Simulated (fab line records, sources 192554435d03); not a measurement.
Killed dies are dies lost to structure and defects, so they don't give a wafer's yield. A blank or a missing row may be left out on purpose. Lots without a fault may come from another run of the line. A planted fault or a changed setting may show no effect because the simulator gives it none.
One fault seen from 2 desks | flow n5_finfet | each desk has only its own numbers; what lay behind them comes last

THE METROLOGY DESK
What the gauges read, lot by lot, whatever tool the lot ran on: means of the sampled wafers that have a number. A lot is out of limits, marked OUT, if its mean lies more than 4 standard deviations from the usual mean; the brackets give that distance. Of its 11 readings 7 are shown: those that lie furthest out on some lot.
Columns: A = DIBL_N at N5_BEOL_M4_RC_MEAS_101, usual 36.1 mV/V; B = DIBL_P at N5_BEOL_M4_RC_MEAS_101, usual 36 mV/V; C = IOFF_N at N5_BEOL_M4_RC_MEAS_101, usual 0.16 nA/um; D = ION_N at N5_BEOL_M4_RC_MEAS_101, usual 674 uA/um; E = ION_P at N5_BEOL_M4_RC_MEAS_101, usual 462 uA/um; F = VT_N at N5_BEOL_M4_RC_MEAS_101, usual 249 mV; G = VT_P at N5_BEOL_M4_RC_MEAS_101, usual -250 mV
lot  | first seen here | A    | B  | C    | D   | E   | F   | G
L189 | day 2 01:45     | 37.2 | 35 | 0.17 | 667 | 459 | 250 | -250
L193 | day 3 02:02     | 34.8 | 35 | 0.15 | 677 | 458 | 248 | -252
L200 | day 4 19:35     | 34.6 | 33 | 0.13 | 659 | 455 | 249 | -252
L201 | day 5 01:43     | 34.9 | 32 | 0.12 | 648 | 448 | 256 | -256
L202 | day 5 07:53     | 39.2 | 40 | 0.24 | 690 | 462 | 242 | -250
L207 | day 6 13:50     | 38.5 | 40 | 0.20 | 688 | 472 | 245 | -250
L209 | day 7 01:39     | 36.9 | 34 | 0.16 | 684 | 464 | 248 | -252
This desk's finding: nothing out of limits on any of the 7 lots.

THE DEFECT DESK
What the inspections along the route counted, lot by lot: means of the sampled wafers that have a number. A lot is out of limits, marked OUT, if its mean lies more than 4 standard deviations from the usual mean; the brackets give that distance.
Columns: A = raw_defect_count at N5_WELL_APT_INSPECT_10, usual 2.0
lot  | first seen here | A
L189 | day 2 01:47     | 4.0
L193 | day 3 02:03     | 3.3
L200 | day 4 19:37     | 1.3
L201 | day 5 01:44     | 1.0
L202 | day 5 07:55     | 3.0
L207 | day 6 13:52     | 2.7
L209 | day 7 01:40     | 1.0
This desk's finding: nothing out of limits on any of the 7 lots.

PUT TOGETHER
The metrology desk saw nothing out of limits.
The defect desk saw nothing out of limits.

WHAT THE SIMULATOR HAD PUT IN
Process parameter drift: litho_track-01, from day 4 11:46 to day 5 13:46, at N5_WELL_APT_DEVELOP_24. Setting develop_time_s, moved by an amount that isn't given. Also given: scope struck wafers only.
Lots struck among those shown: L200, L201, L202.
